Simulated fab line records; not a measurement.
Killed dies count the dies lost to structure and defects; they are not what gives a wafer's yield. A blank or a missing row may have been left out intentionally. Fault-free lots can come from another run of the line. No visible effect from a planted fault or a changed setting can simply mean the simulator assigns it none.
Which tool was responsible? + flow n5-finfet + 27 wafers from 10 lots sampled at 6 of the route's 1938 steps

== WHAT THE GAUGES SHOWED, per wafer ==
N5_BEOL_M15_THK_MEAS_01. Usual: for M15_ILD_THK the level is 1626 nm and the standard deviation is 24.
| lot  | measured     | on            | M15_ILD_THK (nm) | flag |
|------|--------------|---------------|------------------|------|
| L214 | day 11 21:30 | film-metro-02 | 1632 1664        |      |
| L215 | day 12 06:52 | film-metro-01 | 1640 1623 1645   |      |
| L217 | day 12 13:35 | film-metro-01 | 1614 1643 1624   |      |
| L216 | day 13 00:03 | film-metro-01 | 1624 1599        |      |
| L220 | day 13 08:57 | film-metro-01 | 1603 1602 1613   |      |
| L221 | day 13 10:02 | film-metro-02 | 1670 1626 1663   |      |
| L225 | day 15 06:25 | film-metro-01 | 1642 1591 1663   |      |
| L229 | day 16 17:14 | film-metro-01 | 1626 2906 1641   | OFF  |
| L234 | day 17 15:10 | film-metro-01 | 1624 2878 2924   | OFF  |
| L237 | day 18 06:34 | film-metro-01 | 1621 1637        |      |

N5_BEOL_M15_CD_MEAS_17: the cd target is 360 nm. Usual: cd-nm reads 361.9 nm (standard deviation 2.7).
| lot  | measured     | on        | cd-nm (nm)        | flag |
|------|--------------|-----------|-------------------|------|
| L214 | day 11 22:23 | cd-sem-03 | 365.6 362.5       |      |
| L215 | day 12 07:56 | cd-sem-03 | 363.6 359.7 360.8 |      |
| L217 | day 12 14:51 | cd-sem-03 | 364.2 363.3 361.8 |      |
| L216 | day 13 00:56 | cd-sem-03 | 366.0 363.5       |      |
| L220 | day 13 09:50 | cd-sem-01 | 362.3 361.3 365.8 |      |
| L221 | day 13 11:04 | cd-sem-03 | 363.5 361.6 362.4 |      |
| L225 | day 15 07:25 | cd-sem-01 | 361.5 357.2 363.9 |      |
| L229 | day 16 18:26 | cd-sem-02 | 363.1 375.0 363.5 |      |
| L234 | day 17 16:12 | cd-sem-01 | 363.0 373.2 375.3 | OFF  |
| L237 | day 18 07:43 | cd-sem-03 | 363.1 358.5       |      |

== EACH LOT AND THE TOOL THAT RAN IT (in order: tool; ch and the chambers of the sampled wafers; start) ==
| lot  | N5_BEOL_M14_ETCH_67                | N5_BEOL_M14_DEGAS_41         | N5_BEOL_M14_CMP_49            | N5_BEOL_M15_ILD_DEP_00          |
|------|------------------------------------|------------------------------|-------------------------------|---------------------------------|
| L214 | rie-diel-06 ch 0,2, day 11 19:00   | pvd-sputter-03, day 11 19:55 | cmp-03 ch 0,1, day 11 20:50   | pecvd-04 ch 1,2, day 11 21:22   |
| L215 | rie-diel-06 ch 0,1,2, day 12 02:02 | pvd-sputter-03, day 12 04:47 | cmp-04 ch 0,1,3, day 12 06:07 | pecvd-01 ch 0,1, day 12 06:37   |
| L217 | rie-diel-06 ch 0,3, day 12 09:16   | pvd-sputter-01, day 12 11:40 | cmp-04 ch 0,1, day 12 12:53   | pecvd-01 ch 1,2, day 12 13:20   |
| L216 | rie-diel-05 ch 0,1, day 12 19:11   | pvd-sputter-02, day 12 22:26 | cmp-01 ch 0,3, day 12 23:19   | pecvd-04 ch 0,1, day 12 23:48   |
| L220 | rie-diel-04 ch 0,2,3, day 13 02:03 | pvd-sputter-01, day 13 07:22 | cmp-03 ch 0,1,3, day 13 08:13 | pecvd-01 ch 0,2, day 13 08:42   |
| L221 | rie-diel-05 ch 0,1,2, day 13 02:38 | pvd-sputter-01, day 13 08:23 | cmp-03 ch 0,1,3, day 13 09:17 | pecvd-04 ch 0,1,2, day 13 09:47 |
| L225 | rie-diel-04 ch 1,2, day 15 03:30   | pvd-sputter-02, day 15 04:44 | cmp-03 ch 1,2, day 15 05:40   | pecvd-04 ch 1,2, day 15 06:10   |
| L229 | rie-diel-05 ch 0,2, day 16 13:47   | pvd-sputter-01, day 16 15:34 | cmp-03 ch 0,3, day 16 16:28   | pecvd-01 ch 0,2, day 16 16:59   |
| L234 | rie-diel-06 ch 0,1,3, day 17 08:43 | pvd-sputter-02, day 17 13:03 | cmp-03 ch 0,2, day 17 14:26   | pecvd-01 ch 0,1, day 17 14:55   |
| L237 | rie-diel-06 ch 2,3, day 17 19:37   | pvd-sputter-02, day 18 04:49 | cmp-03 ch 2,3, day 18 05:54   | pecvd-04 ch 0,1, day 18 06:19   |
- N5_BEOL_M14_ETCH_67: etches SiARC in CF4, target depth 143 nm, time 238.3 s.
- N5_BEOL_M14_DEGAS_41: time 60 s.
- N5_BEOL_M14_CMP_49: polishes, stops on SiO2, t overpolish 5.2 s, target thk 560 nm.
- N5_BEOL_M15_ILD_DEP_00: deposits SiO2 from TEOS/O2, target thk 1629.3 nm, time 346.1 s.

== WHAT THE TOOLS THEMSELVES READ (means of the sampled wafers that have a number; where no wafer has one, the mark that the record gives instead) ==
N5_BEOL_M14_ETCH_67. Usual: drypump-motor-current-A 5.8 A, standard deviation 0.43; etch-rf-on-time-s 236 s, standard deviation 7.6; oes-product-au 0.72 a.u., standard deviation 0.066; rf-vpp-V 184.3 V, standard deviation 1.1; showerhead-plenum-p-Torr 2.17 Torr, standard deviation 0.06; throttle-valve-pct 15.50 %, standard deviation 0.17.
| lot  | tool        | drypump-motor-current-A (A) | etch-rf-on-time-s (s) | oes-product-au (a.u.) | rf-vpp-V (V) | showerhead-plenum-p-Torr (Torr) | throttle-valve-pct (%) | flag |
|------|-------------|-----------------------------|-----------------------|-----------------------|--------------|---------------------------------|------------------------|------|
| L214 | rie-diel-06 | 5.8                         | 244                   | 0.66                  | 183.7        | 2.11                            | 15.61                  |      |
| L215 | rie-diel-06 | 6.1                         | 240                   | 0.70                  | 183.4        | 2.14                            | 15.51                  |      |
| L217 | rie-diel-06 | 5.5                         | 243                   | 0.61                  | 183.5        | 2.09                            | 15.70                  |      |
| L216 | rie-diel-05 | 5.8                         | 244                   | 0.70                  | 183.5        | 2.13                            | 15.41                  |      |
| L220 | rie-diel-04 | 5.5                         | 233                   | 0.75                  | 184.1        | 2.17                            | 15.62                  |      |
| L221 | rie-diel-05 | 5.7                         | 242                   | 0.68                  | 183.7        | 2.16                            | 15.52                  |      |
| L225 | rie-diel-04 | 5.7                         | 238                   | 0.68                  | 185.8        | 2.21                            | 15.68                  |      |
| L229 | rie-diel-05 | 5.5                         | 248                   | 0.65                  | 183.7        | 2.13                            | 15.62                  |      |
| L234 | rie-diel-06 | 5.8                         | 232                   | 0.74                  | 184.3        | 2.21                            | 15.42                  |      |
| L237 | rie-diel-06 | 6.1                         | 234                   | 0.70                  | 184.5        | 2.16                            | 15.42                  |      |

N5_BEOL_M14_DEGAS_41. Usual: heater-power-w reads 456 W (standard deviation 32).
| lot  | tool           | heater-power-w (W) | flag |
|------|----------------|--------------------|------|
| L214 | pvd-sputter-03 | 443                |      |
| L215 | pvd-sputter-03 | 458                |      |
| L217 | pvd-sputter-01 | 420                |      |
| L216 | pvd-sputter-02 | 492                |      |
| L220 | pvd-sputter-01 | 430                |      |
| L221 | pvd-sputter-01 | 438                |      |
| L225 | pvd-sputter-02 | 461                |      |
| L229 | pvd-sputter-01 | 439                |      |
| L234 | pvd-sputter-02 | 482                |      |
| L237 | pvd-sputter-02 | 447                |      |

N5_BEOL_M14_CMP_49. Usual: barrier-field-endpoint-s 11.6 s, standard deviation 0.39; motor-current-A 7.9 A, standard deviation 0.93; overpolish-run-s 5.200 s, standard deviation 0.0091; slurry-flow-ml-min 150.0, standard deviation 0.49; time-to-endpoint-s 126 s, standard deviation 6.8.
| lot  | tool   | barrier-field-endpoint-s (s) | motor-current-A (A) | overpolish-run-s (s) | slurry-flow-ml-min | time-to-endpoint-s (s) | flag |
|------|--------|------------------------------|---------------------|----------------------|--------------------|------------------------|------|
| L214 | cmp-03 | 12.1                         | 7.5                 | 5.208                | 150.2              | 136                    |      |
| L215 | cmp-04 | 11.5                         | 7.7                 | 5.201                | 150.2              | 124                    |      |
| L217 | cmp-04 | 11.4                         | 7.2                 | 5.186                | 149.6              | 119                    |      |
| L216 | cmp-01 | 11.6                         | 7.0                 | 5.191                | 150.1              | 126                    |      |
| L220 | cmp-03 | 11.7                         | 7.4                 | 5.192                | 150.4              | 127                    |      |
| L221 | cmp-03 | 11.9                         | 7.6                 | 5.199                | 150.0              | 128                    |      |
| L225 | cmp-03 | 11.9                         | 8.8                 | 5.197                | 149.9              | 129                    |      |
| L229 | cmp-03 | 11.9                         | 7.3                 | 5.205                | 150.0              | 133                    |      |
| L234 | cmp-03 | 11.3                         | 8.3                 | 5.204                | 149.8              | 127                    |      |
| L237 | cmp-03 | 11.4                         | 8.6                 | 5.200                | 150.4              | 123                    |      |

N5_BEOL_M15_ILD_DEP_00. Usual: heater-power-w 586 W, standard deviation 92; run-length-s 389.2 s, standard deviation 0.41; showerhead-plenum-p-Torr 8.376 Torr, standard deviation 0.021; throttle-valve-pct 18.4 %, standard deviation 0.59.
| lot  | tool     | heater-power-w (W) | run-length-s (s) | showerhead-plenum-p-Torr (Torr) | throttle-valve-pct (%) | flag |
|------|----------|--------------------|------------------|---------------------------------|------------------------|------|
| L214 | pecvd-04 | 584                | 389.1            | 8.371                           | 18.9                   |      |
| L215 | pecvd-01 | 582                | 389.1            | 8.391                           | 17.8                   |      |
| L217 | pecvd-01 | 597                | 389.2            | 8.375                           | 17.9                   |      |
| L216 | pecvd-04 | 507                | 389.2            | 8.370                           | 19.1                   |      |
| L220 | pecvd-01 | 562                | 388.8            | 8.380                           | 18.0                   |      |
| L221 | pecvd-04 | 572                | 389.4            | 8.384                           | 18.9                   |      |
| L225 | pecvd-04 | 502                | 389.4            | 8.380                           | 19.4                   |      |
| L229 | pecvd-01 | 522                | 477.3            | 8.366                           | 18.3                   | OFF  |
| L234 | pecvd-01 | 587                | 566.4            | 8.393                           | 17.8                   | OFF  |
| L237 | pecvd-04 | 563                | 389.5            | 8.355                           | 17.9                   |      |

== THE ANSWER, worked out from the rows above alone ==
Rule: lot off if the mean of its wafers having a number is beyond 3 standard deviations from the usual mean. A lot without any number at a reading at which 4 lots or more have one is off too. All remaining lots with rows at the step are treated as sound. First the gauges in route order, then the tools' own readings, where a lot's mean is used as printed above. The first step at which some lot is off is used, and at that step the reading that is off furthest; a lot without a number counts as furthest.
Off: L229, L234, seen at N5_BEOL_M15_THK_MEAS_01 (M15_ILD_THK).
If a tool, at a process step before that reading, ran all the lots that are off and no sound lot after the first of them, it fits. The gauges at N5_BEOL_M15_THK_MEAS_01 aren't tried: what is off there is off at N5_BEOL_M15_ILD_DEP_00 too, on other tools, and a gauge's error can't cause that. One fits: pecvd-01 at N5_BEOL_M15_ILD_DEP_00. A fault onset in the window from L220 (day 13 08:42, its last sound lot) to L229 (day 16 16:59, its first lot off) fits.
On the lots that are off, the tool's own readings at N5_BEOL_M15_ILD_DEP_00 differ by more than 5 times the standard deviation of the sound lots' means, which bears it out; run-length-s reads 521.9 s there versus 389.2 s on the sound lots.

== WHAT HAD BEEN PUT IN BY THE SIMULATOR ==
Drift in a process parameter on pecvd-01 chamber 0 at N5_BEOL_M15_ILD_DEP_00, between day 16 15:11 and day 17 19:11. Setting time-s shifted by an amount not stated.
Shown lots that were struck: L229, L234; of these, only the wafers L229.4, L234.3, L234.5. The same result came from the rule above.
